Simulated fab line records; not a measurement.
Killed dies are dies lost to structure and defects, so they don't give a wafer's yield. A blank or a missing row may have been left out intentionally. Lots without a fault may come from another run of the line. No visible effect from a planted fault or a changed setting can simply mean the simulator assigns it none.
Code-filled problem report in 8D (eight disciplines) form / flow n5Finfet / the parts of the form that need people (team, actions taken, sign-off) are left out

## 1. PROBLEM STATEMENT
At N5_BEOL_M4_CVD_47, runLengthS averages 412.8 s over 6 wafers from 2 lots, while fault-free wafers read 246.8 s, standard deviation 0.61. So: +99 or more standard deviations from the usual mean.
The step: deposits Co from CCTBA/H2, target thk 3 nm, time 223.8 s.
The first sign was on wafer L893.2 at day 17 00:14, on cvdCo-02. The record has a number at this step for 37 wafers belonging to 13 lots. Rule for "out", or "out of limits": more than 4 standard deviations from the usual mean. The other wafers with a number count as sound.

## 2. WHAT IT IS, WHAT IT ISN'T
question=which readings at this step | is=runLengthS | is not=-
question=which lots | is=L893, L894 | is not=L887, L888, L889, L890, L891, L892, L899, L900, L903, L905, L906
question=which wafers of those lots | is=all that have a number | is not=-
question=read on which tools | is=cvdCo-02 | is not=cvdCo-01
question=when | is=from day 17 00:14 | is not=up to then (18 sound wafers); but 13 sound wafers of L899, L900, L903, L905, L906 came after

## 3. SUSPECTS, AND WHAT RULES EACH OUT
Counting: any tool at a process step up to the reading is kept as a suspect provided that every lot that is out went through it and no sound lot did after the first of them.
- cvdCo-02 at N5_BEOL_M4_CVD_47 (deposits Co from CCTBA/H2, target thk 3 nm, time 223.8 s): kept. It processed each lot that is out, first L893 at day 17 00:14, and no sound lot thereafter; up to then, the last sound lot it processed was L892 at day 15 21:15. On those wafers its own readings are out: runLengthS.
Remaining after the count: cvdCo-02 at N5_BEOL_M4_CVD_47.

## 4. THE CAUSE (what the simulator had put in)
Drift in process parameters on cvdCo-02 at N5_BEOL_M4_CVD_47, starting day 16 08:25. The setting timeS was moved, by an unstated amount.
This tool alone remained once counting was done.

## 5. THE CHAIN OF EFFECTS, in route order
Each row: a reading whose mean over the struck wafers that have a number lies more than 3 standard deviations from the usual. Only readings whose record carries a usual standard deviation are examined. hours: median over the lots of the time between each lot's start at the first step of this table that gives one and its start at this step. sigmas: the change, counted in usual standard deviations.
hours=0; step=N5_BEOL_M4_CVD_47; reading=runLengthS; usual=246.8 s; on struck wafers=412.8; change=+166.0; sigmas=+99 or more
The process steps in it:
- N5_BEOL_M4_CVD_47: deposits Co from CCTBA/H2, target thk 3 nm, time 223.8 s.
At these later measuring or inspecting steps, every struck wafer for which the step has a row has a number for every such reading, and none has moved that far: N5_BEOL_M4_RC_MEAS_101.

## 6. HOW IT WOULD HAVE BEEN CAUGHT EARLIER
First out-of-limits reading in this record: day 17 00:14, which is 16 hours after fault onset at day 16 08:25.
